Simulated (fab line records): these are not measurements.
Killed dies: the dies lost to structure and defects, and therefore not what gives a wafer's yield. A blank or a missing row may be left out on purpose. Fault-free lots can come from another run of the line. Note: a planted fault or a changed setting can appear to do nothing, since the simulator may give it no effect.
Matching of chambers	flow nand harc	NHARC_A_M0_PRE_CLEAN_31 on pecvd-04 has 3 sister chambers
The step time 12 s. 3 wafers are shown with their chamber, then 8 later ones without.

WAFERS, EACH WITH ITS CHAMBER
wafer	chamber	heater power w (W)
L085.6	0	637
L090.6	2	553
L092.2	1	734

WAFERS WITHOUT THEIR CHAMBER
wafer	heater power w (W)
L092.3	475
L092.5	737
L092.1	627
L092.4	478
L092.6	638
L095.2	712
L095.4	631
L095.5	711

WHICH CHAMBER EACH ONE RAN IN
wafer	from the rows above	in truth
L092.3	2	2
L092.5	1	1
L092.1	can't be placed: 0 or 2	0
L092.4	2	2
L092.6	0	0
L095.2	can't be placed: 1 or 0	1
L095.4	can't be placed: 0 or 2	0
L095.5	can't be placed: 1 or 0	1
Correct placement for 4 of the 8. From these rows, 4 cannot be placed; in 4 the true chamber is one of the candidates. 0 placed wrongly.
How it was worked out, from the rows above alone: a wafer's distance from a chamber is the root of the sum, over the readings, of the square of ((its reading less the chamber's mean) divided by the reading's scatter). The wafer belongs to the nearest chamber; if the next one is less than 2 further off, it can't be placed. For every chamber, the mean is computed from those of its wafers that are shown. The scatter (one wafer shown for each chamber): square how far every hidden wafer sits from the nearest shown wafer, average those squares and take the square root.
